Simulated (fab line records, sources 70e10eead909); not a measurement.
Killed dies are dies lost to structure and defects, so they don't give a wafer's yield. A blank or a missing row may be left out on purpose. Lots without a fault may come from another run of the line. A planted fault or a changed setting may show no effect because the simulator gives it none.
Which tool did it? | flow nand_harc | 23 lots, 69 wafers sampled, at 6 steps of a route of 1302

WHAT THE GAUGES READ, wafer by wafer
The record holds no reading of a measuring or inspecting step that can be judged against a usual standard deviation.

WHICH TOOL RAN EACH LOT (tool, then ch and the chambers of the sampled wafers, then the start)
lot  | NHARC_A_CHANNEL_FILL_D2_ETCHBACK_08           | NHARC_A_CHANNEL_FILL_D2_STRIP_29   | NHARC_A_STAIRCASE_ETCH_19      | NHARC_A_STAIRCASE_TRIM_22      | NHARC_A_STAIRCASE_TRIM_200     | NHARC_A_STAIRCASE_ETCH_230
L074 | rie_diel-07 ch 2,3, day 15 10:11 or earlier   | rie_diel-07 ch 0,3, day 15 10:11   | rie_diel-05 ch 1,3, no start   | rie_diel-05 ch 0,2,3, no start | rie_diel-03 ch 1,2,3, no start | rie_diel-03 ch 0,3, no start
L075 | rie_diel-11 ch 0,2, no start                  | rie_diel-11 ch 1,2,3, no start     | rie_diel-12 ch 1,2, no start   | rie_diel-12 ch 0,1, no start   | rie_diel-03 ch 0,1,3, no start | rie_diel-12 ch 0,2, no start
L076 | rie_diel-07 ch 0,1,3, day 16 09:52 or earlier | rie_diel-07 ch 0,1, day 16 09:52   | rie_diel-12 ch 1,2, no start   | rie_diel-05 ch 1,2, no start   | rie_diel-03 ch 0,2,3, no start | rie_diel-05 ch 1,2,3, no start
L077 | rie_diel-04 ch 2,3, no start                  | rie_diel-04 ch 1,2,3, no start     | rie_diel-03 ch 0,1,2, no start | rie_diel-12 ch 1,2,3, no start | rie_diel-03 ch 1,2,3, no start | rie_diel-05 ch 1,2, no start
L078 | rie_diel-07 ch 0,1,3, no start                | rie_diel-07 ch 0,1,3, no start     | rie_diel-03 ch 1,2, no start   | rie_diel-05 ch 0,2, no start   | rie_diel-05 ch 0,2, no start   | rie_diel-12 ch 0,1,2, no start
L079 | rie_diel-07 ch 1,2,3, no start                | rie_diel-07 ch 0,1,2, no start     | rie_diel-12 ch 0,1,3, no start | rie_diel-12 ch 0,2,3, no start | rie_diel-03 ch 0,1,2, no start | rie_diel-12 ch 0,2,3, no start
L080 | rie_diel-04 ch 0,2,3, no start                | rie_diel-04 ch 1,2, no start       | rie_diel-12 ch 0,1, no start   | rie_diel-03 ch 1,2,3, no start | rie_diel-12 ch 0,3, no start   | rie_diel-12 ch 0,3, no start
L082 | rie_diel-07 ch 0,2, no start                  | rie_diel-07 ch 1,3, no start       | rie_diel-05 ch 0,2, no start   | rie_diel-12 ch 0,2, no start   | rie_diel-12 ch 0,1,3, no start | rie_diel-12 ch 1,2, no start
L083 | rie_diel-11 ch 1,2, no start                  | rie_diel-11 ch 2,3, no start       | rie_diel-05 ch 0,1,3, no start | rie_diel-03 ch 0,1,3, no start | rie_diel-12 ch 0,2,3, no start | rie_diel-12 ch 0,1,2, no start
L084 | rie_diel-07 ch 0,2,3, no start                | rie_diel-07 ch 1,3, no start       | rie_diel-12 ch 0,1,3, no start | rie_diel-12 ch 1,2,3, no start | rie_diel-05 ch 1,3, no start   | rie_diel-03 ch 0,2,3, no start
L085 | rie_diel-11 ch 0,1, no start                  | rie_diel-11 ch 2,3, no start       | rie_diel-05 ch 0,1,3, no start | rie_diel-05 ch 0,1,3, no start | rie_diel-12 ch 1,2,3, no start | rie_diel-05 ch 0,3, no start
L086 | rie_diel-11 ch 0,1,2, no start                | rie_diel-11 ch 0,1,2, no start     | rie_diel-05 ch 0,3, no start   | rie_diel-03 ch 0,1,2, no start | rie_diel-03 ch 1,2,3, no start | rie_diel-03 ch 0,1,3, no start
L088 | rie_diel-11 ch 0,1,3, no start                | rie_diel-11 ch 0,1,2, no start     | rie_diel-12 ch 1,3, no start   | rie_diel-12 ch 2,3, no start   | rie_diel-12 ch 2,3, no start   | rie_diel-03 ch 2,3, no start
L087 | rie_diel-07 ch 0,2,3, no start                | rie_diel-07 ch 1,2, no start       | rie_diel-03 ch 1,2, no start   | rie_diel-12 ch 1,3, no start   | rie_diel-05 ch 1,2, no start   | rie_diel-12 ch 0,2,3, no start
L090 | rie_diel-07 ch 0,3, no start                  | rie_diel-07 ch 1,2,3, no start     | rie_diel-03 ch 0,2,3, no start | rie_diel-12 ch 1,2,3, no start | rie_diel-05 ch 2,3, no start   | rie_diel-03 ch 0,2,3, no start
L089 | rie_diel-11 ch 0,2,3, no start                | rie_diel-11 ch 0,1,2, no start     | rie_diel-05 ch 1,2,3, no start | rie_diel-05 ch 1,2,3, no start | rie_diel-12 ch 1,2, no start   | rie_diel-05 ch 0,2,3, no start
L091 | rie_diel-07 ch 0,1,2, no start                | rie_diel-07 ch 0,2,3, no start     | rie_diel-05 ch 0,2, no start   | rie_diel-05 ch 0,2, no start   | rie_diel-03 ch 0,2, no start   | rie_diel-05 ch 0,2,3, no start
L092 | rie_diel-11 ch 0,2,3, no start                | rie_diel-11 ch 0,3, no start       | rie_diel-03 ch 1,2,3, no start | rie_diel-03 ch 0,1,2, no start | rie_diel-03 ch 1,2, no start   | rie_diel-12 ch 0,1,3, no start
L093 | rie_diel-07 ch 0,1,3, no start                | rie_diel-07 ch 2,3, no start       | rie_diel-12 ch 0,1,3, no start | rie_diel-12 ch 0,1, no start   | rie_diel-12 ch 0,1, no start   | rie_diel-03 ch 2,3, no start
L094 | rie_diel-11 ch 0,1,2, day 24 04:33 or earlier | rie_diel-11 ch 0,1,2, day 24 04:33 | rie_diel-03 ch 1,3, no start   | rie_diel-05 ch 0,1, no start   | rie_diel-03 ch 1,3, no start   | rie_diel-03 ch 2,3, no start
L095 | rie_diel-07 ch 0,2,3, no start                | rie_diel-07 ch 1,2,3, no start     | rie_diel-03 ch 0,1,3, no start | rie_diel-12 ch 0,2,3, no start | rie_diel-05 ch 1,2,3, no start | rie_diel-05 ch 0,1,2, no start
L097 | rie_diel-11 ch 0,2,3, no start                | rie_diel-11 ch 0,1,2, no start     | rie_diel-05 ch 1,2,3, no start | rie_diel-05 ch 0,2,3, no start | rie_diel-03 ch 0,1,2, no start | rie_diel-03 ch 1,2,3, no start
L096 | rie_diel-04 ch 0,1,3, no start                | rie_diel-04 ch 0,1,2, no start     | rie_diel-05 ch 0,1, no start   | rie_diel-03 ch 0,2,3, no start | rie_diel-12 ch 1,2,3, no start | rie_diel-12 ch 0,1,3, no start
- NHARC_A_CHANNEL_FILL_D2_ETCHBACK_08: etches the open film in C4F8, target depth 220 nm, time 110 s.
- NHARC_A_CHANNEL_FILL_D2_STRIP_29: strips in O2, time 20 s.
- NHARC_A_STAIRCASE_ETCH_19: etches the open film in C4F8/O2, target depth 100 nm, time 40.5 s.
- NHARC_A_STAIRCASE_TRIM_22: chemistry O2, time 211.2 s.
- NHARC_A_STAIRCASE_TRIM_200: chemistry O2, time 211.2 s.
- NHARC_A_STAIRCASE_ETCH_230: etches the open film in C4F8/O2, target depth 100 nm, time 40.5 s.

WHAT THE TOOLS THEMSELVES READ (means of the sampled wafers that have a number; where no wafer has one, the mark that the record gives instead)
NHARC_A_CHANNEL_FILL_D2_ETCHBACK_08.
lot  | tool        | oes_product_au (a.u.) | rf_vpp_V (V)
L074 | rie_diel-07 | 0.92                  | 442.5
L075 | rie_diel-11 | 0.93                  | 439.5
L076 | rie_diel-07 | 0.92                  | 439.9
L077 | rie_diel-04 | 0.99                  | 440.8
L078 | rie_diel-07 | 0.97                  | 440.2
L079 | rie_diel-07 | 0.92                  | 440.9
L080 | rie_diel-04 | 0.99                  | 439.9
L082 | rie_diel-07 | 1.00                  | 440.6
L083 | rie_diel-11 | 1.00                  | 437.2
L084 | rie_diel-07 | 1.00                  | 442.2
L085 | rie_diel-11 | 0.99                  | 439.0
L086 | rie_diel-11 | 0.99                  | 437.5
L088 | rie_diel-11 | 0.92                  | 438.6
L087 | rie_diel-07 | 1.00                  | 441.3
L090 | rie_diel-07 | 0.99                  | 441.6
L089 | rie_diel-11 | 0.92                  | 438.2
L091 | rie_diel-07 | 0.92                  | 439.4
L092 | rie_diel-11 | 0.93                  | 438.5
L093 | rie_diel-07 | 0.99                  | 438.6
L094 | rie_diel-11 | 0.99                  | 439.1
L095 | rie_diel-07 | 0.92                  | 441.7
L097 | rie_diel-11 | 0.92                  | 438.4
L096 | rie_diel-04 | 0.99                  | 440.7

NHARC_A_CHANNEL_FILL_D2_STRIP_29.
lot  | tool        | drypump_motor_current_A (A) | oes_product_au (a.u.) | rf_vpp_V (V) | showerhead_plenum_p_Torr (Torr) | throttle_valve_pct (%)
L074 | rie_diel-07 | 5.0                         | 0.994                 | 58.7         | 3.58                            | 17.035
L075 | rie_diel-11 | 5.6                         | 0.997                 | 56.9         | 3.35                            | 17.037
L076 | rie_diel-07 | 4.8                         | 0.989                 | 57.1         | 3.38                            | 17.037
L077 | rie_diel-04 | 6.5                         | 1.001                 | 58.6         | 3.60                            | 17.033
L078 | rie_diel-07 | 4.9                         | 0.991                 | 56.7         | 3.46                            | 17.038
L079 | rie_diel-07 | 5.3                         | 0.990                 | 58.0         | 3.45                            | 17.037
L080 | rie_diel-04 | 6.4                         | 0.995                 | 57.8         | 3.61                            | 17.038
L082 | rie_diel-07 | 5.0                         | 0.994                 | 57.9         | 3.42                            | 17.035
L083 | rie_diel-11 | 5.8                         | 1.006                 | 57.6         | 3.38                            | 17.044
L084 | rie_diel-07 | 5.0                         | 0.987                 | 57.8         | 3.54                            | 17.040
L085 | rie_diel-11 | 5.7                         | 1.002                 | 57.9         | 3.35                            | 17.043
L086 | rie_diel-11 | 5.4                         | 1.004                 | 57.2         | 3.38                            | 17.034
L088 | rie_diel-11 | 5.4                         | 1.005                 | 57.8         | 3.38                            | 17.032
L087 | rie_diel-07 | 5.7                         | 1.010                 | 57.7         | 3.51                            | 17.032
L090 | rie_diel-07 | 5.4                         | 0.990                 | 58.4         | 3.53                            | 17.040
L089 | rie_diel-11 | 5.4                         | 0.992                 | 57.5         | 3.38                            | 17.038
L091 | rie_diel-07 | 5.3                         | 0.996                 | 57.9         | 3.57                            | 17.044
L092 | rie_diel-11 | 5.5                         | 0.999                 | 58.5         | 3.48                            | 17.042
L093 | rie_diel-07 | 5.7                         | 0.995                 | 57.9         | 3.63                            | 17.026
L094 | rie_diel-11 | 5.4                         | 1.000                 | 57.4         | 3.38                            | 17.033
L095 | rie_diel-07 | 5.4                         | 0.991                 | 58.3         | 3.53                            | 17.042
L097 | rie_diel-11 | 5.4                         | 0.998                 | 57.1         | 3.38                            | 17.027
L096 | rie_diel-04 | 5.9                         | 0.992                 | 57.1         | 3.56                            | 17.037

NHARC_A_STAIRCASE_ETCH_19.
lot  | tool        | bias_w (W) | oes_product_au (a.u.) | rf_vpp_V (V)
L074 | rie_diel-05 | 1002.2     | 0.936                 | 892
L075 | rie_diel-12 | 999.3      | 0.947                 | 897
L076 | rie_diel-12 | 999.9      | 0.946                 | 897
L077 | rie_diel-03 | 998.7      | 0.946                 | 898
L078 | rie_diel-03 | 999.7      | 0.947                 | 897
L079 | rie_diel-12 | 1002.6     | 0.932                 | 892
L080 | rie_diel-12 | 999.2      | 0.941                 | 893
L082 | rie_diel-05 | 998.0      | 0.966                 | 895
L083 | rie_diel-05 | 1000.7     | 0.952                 | 894
L084 | rie_diel-12 | 996.6      | 0.951                 | 892
L085 | rie_diel-05 | 1001.8     | 0.940                 | 894
L086 | rie_diel-05 | 1000.9     | 0.934                 | 896
L088 | rie_diel-12 | 1001.8     | 0.946                 | 891
L087 | rie_diel-03 | 998.4      | 0.936                 | 896
L090 | rie_diel-03 | 998.5      | 0.950                 | 900
L089 | rie_diel-05 | 1002.6     | 0.936                 | 894
L091 | rie_diel-05 | 997.2      | 0.948                 | 895
L092 | rie_diel-03 | 995.5      | 0.948                 | 899
L093 | rie_diel-12 | 998.3      | 0.935                 | 892
L094 | rie_diel-03 | 1000.5     | 0.937                 | 899
L095 | rie_diel-03 | 1001.9     | 0.939                 | 901
L097 | rie_diel-05 | 1001.5     | 0.927                 | 893
L096 | rie_diel-05 | 1001.5     | 0.925                 | 888

NHARC_A_STAIRCASE_TRIM_22.
lot  | tool        | drypump_motor_current_A (A) | oes_product_au (a.u.) | rf_vpp_V (V) | showerhead_plenum_p_Torr (Torr) | throttle_valve_pct (%)
L074 | rie_diel-05 | 5.6                         | 0.984                 | 57.5         | 3.55                            | 17.038
L075 | rie_diel-12 | 6.2                         | 1.008                 | 57.8         | 3.47                            | 17.033
L076 | rie_diel-05 | 5.6                         | 0.992                 | 57.6         | 3.45                            | 17.032
L077 | rie_diel-12 | 6.0                         | 0.995                 | 57.8         | 3.49                            | 17.039
L078 | rie_diel-05 | 5.5                         | 0.998                 | 57.7         | 3.51                            | 17.030
L079 | rie_diel-12 | 6.0                         | 0.998                 | 58.2         | 3.43                            | 17.034
L080 | rie_diel-03 | 5.5                         | 0.995                 | 57.2         | 3.46                            | 17.037
L082 | rie_diel-12 | 5.8                         | 1.007                 | 58.1         | 3.50                            | 17.036
L083 | rie_diel-03 | 6.0                         | 0.998                 | 58.3         | 3.49                            | 17.028
L084 | rie_diel-12 | 6.0                         | 0.999                 | 57.3         | 3.47                            | 17.030
L085 | rie_diel-05 | 5.9                         | 1.002                 | 57.0         | 3.48                            | 17.040
L086 | rie_diel-03 | 5.8                         | 1.010                 | 57.9         | 3.58                            | 17.045
L088 | rie_diel-12 | 5.9                         | 0.989                 | 56.5         | 3.39                            | 17.039
L087 | rie_diel-12 | 6.2                         | 1.001                 | 58.3         | 3.46                            | 17.029
L090 | rie_diel-12 | 6.0                         | 0.999                 | 57.7         | 3.46                            | 17.030
L089 | rie_diel-05 | 5.7                         | 0.990                 | 58.0         | 3.47                            | 17.028
L091 | rie_diel-05 | 5.5                         | 0.999                 | 57.7         | 3.49                            | 17.032
L092 | rie_diel-03 | 5.7                         | 1.010                 | 57.9         | 3.56                            | 17.040
L093 | rie_diel-12 | 6.2                         | 1.013                 | 58.8         | 3.48                            | 17.031
L094 | rie_diel-05 | 6.0                         | 1.003                 | 57.8         | 3.35                            | 17.041
L095 | rie_diel-12 | 6.0                         | 1.003                 | 56.7         | 3.40                            | 17.032
L097 | rie_diel-05 | 5.6                         | 0.998                 | 58.1         | 3.52                            | 17.036
L096 | rie_diel-03 | 5.8                         | 1.007                 | 58.2         | 3.63                            | 17.043

NHARC_A_STAIRCASE_TRIM_200.
lot  | tool        | drypump_motor_current_A (A) | oes_product_au (a.u.) | rf_vpp_V (V) | showerhead_plenum_p_Torr (Torr) | throttle_valve_pct (%)
L074 | rie_diel-03 | 5.5                         | 1.004                 | 57.0         | 3.47                            | 17.034
L075 | rie_diel-03 | 6.0                         | 1.006                 | 57.3         | 3.51                            | 17.041
L076 | rie_diel-03 | 5.8                         | 0.999                 | 58.3         | 3.49                            | 17.029
L077 | rie_diel-03 | 5.5                         | 1.006                 | 57.8         | 3.47                            | 17.030
L078 | rie_diel-05 | 5.5                         | 0.991                 | 57.3         | 3.51                            | 17.036
L079 | rie_diel-03 | 5.7                         | 1.014                 | 58.6         | 3.59                            | 17.047
L080 | rie_diel-12 | 6.2                         | 0.997                 | 57.1         | 3.35                            | 17.031
L082 | rie_diel-12 | 6.2                         | 1.000                 | 57.7         | 3.42                            | 17.037
L083 | rie_diel-12 | 6.0                         | 1.001                 | 58.3         | 3.42                            | 17.034
L084 | rie_diel-05 | 6.0                         | 1.002                 | 57.4         | 3.41                            | 17.044
L085 | rie_diel-12 | 6.0                         | 1.006                 | 57.9         | 3.47                            | 17.039
L086 | rie_diel-03 | 5.5                         | 1.011                 | 58.0         | 3.63                            | 17.034
L088 | rie_diel-12 | 5.8                         | 0.994                 | 57.8         | 3.46                            | 17.035
L087 | rie_diel-05 | 5.9                         | 0.990                 | 57.6         | 3.37                            | 17.037
L090 | rie_diel-05 | 5.6                         | 0.994                 | 58.2         | 3.58                            | 17.036
L089 | rie_diel-12 | 6.0                         | 0.991                 | 57.4         | 3.54                            | 17.048
L091 | rie_diel-03 | 5.5                         | 1.009                 | 57.2         | 3.55                            | 17.040
L092 | rie_diel-03 | 5.2                         | 1.003                 | 58.0         | 3.53                            | 17.030
L093 | rie_diel-12 | 6.2                         | 1.007                 | 57.3         | 3.48                            | 17.040
L094 | rie_diel-03 | 5.8                         | 0.992                 | 58.1         | 3.71                            | 17.033
L095 | rie_diel-05 | 5.8                         | 0.998                 | 58.0         | 3.46                            | 17.036
L097 | rie_diel-03 | 5.7                         | 1.010                 | 57.5         | 3.55                            | 17.033
L096 | rie_diel-12 | 6.0                         | 0.996                 | 57.9         | 3.45                            | 17.034

NHARC_A_STAIRCASE_ETCH_230.
lot  | tool        | bias_w (W) | oes_product_au (a.u.) | rf_vpp_V (V)
L074 | rie_diel-03 | 998.9      | 0.958                 | 896
L075 | rie_diel-12 | 1001.8     | 0.975                 | 897
L076 | rie_diel-05 | 1000.4     | 0.933                 | 894
L077 | rie_diel-05 | 997.4      | 0.952                 | 893
L078 | rie_diel-12 | 1002.5     | 0.927                 | 895
L079 | rie_diel-12 | 999.2      | 0.952                 | 892
L080 | rie_diel-12 | 1001.5     | 0.942                 | 889
L082 | rie_diel-12 | 1002.3     | 0.963                 | 896
L083 | rie_diel-12 | 1000.7     | 0.975                 | 894
L084 | rie_diel-03 | 999.0      | 0.977                 | 901
L085 | rie_diel-05 | 1001.5     | 0.936                 | 897
L086 | rie_diel-03 | 1000.2     | 0.968                 | 901
L088 | rie_diel-03 | 1002.4     | 0.958                 | 903
L087 | rie_diel-12 | 1000.8     | 0.926                 | 892
L090 | rie_diel-03 | 1002.7     | 0.926                 | 900
L089 | rie_diel-05 | 1002.2     | 0.962                 | 896
L091 | rie_diel-05 | 1000.9     | 0.957                 | 896
L092 | rie_diel-12 | 999.5      | 0.932                 | 891
L093 | rie_diel-03 | 1000.3     | 0.983                 | 898
L094 | rie_diel-03 | 998.9      | 0.984                 | 899
L095 | rie_diel-05 | 999.7      | 0.934                 | 892
L097 | rie_diel-03 | 998.4      | 0.977                 | 899
L096 | rie_diel-12 | 1001.4     | 0.936                 | 891

THE ANSWER, worked out from the rows above alone
Rule: what is usual is taken from the lots themselves. Put in order of their means at a reading, lots are off if they are a third of the lots or fewer, leave a main group of 4 or more, and stand apart from it by a gap of 3 or more times the standard deviation of the main group's means; of several such gaps the widest counts. A main group whose means are all the same, to the digits that the tables above print for the reading, isn't used. A lot without any number at a reading at which 4 lots or more have one is off too. The other lots that the step has rows for count as sound. The gauges are gone through in route order, then the tools' own readings, and for those a lot's mean is taken as printed above. The first step at which some lot is off is used, and at that step the reading that is off furthest; a lot without a number counts as furthest.
No lot is off at any reading shown: from this, nothing can be told.

WHAT THE SIMULATOR HAD PUT IN
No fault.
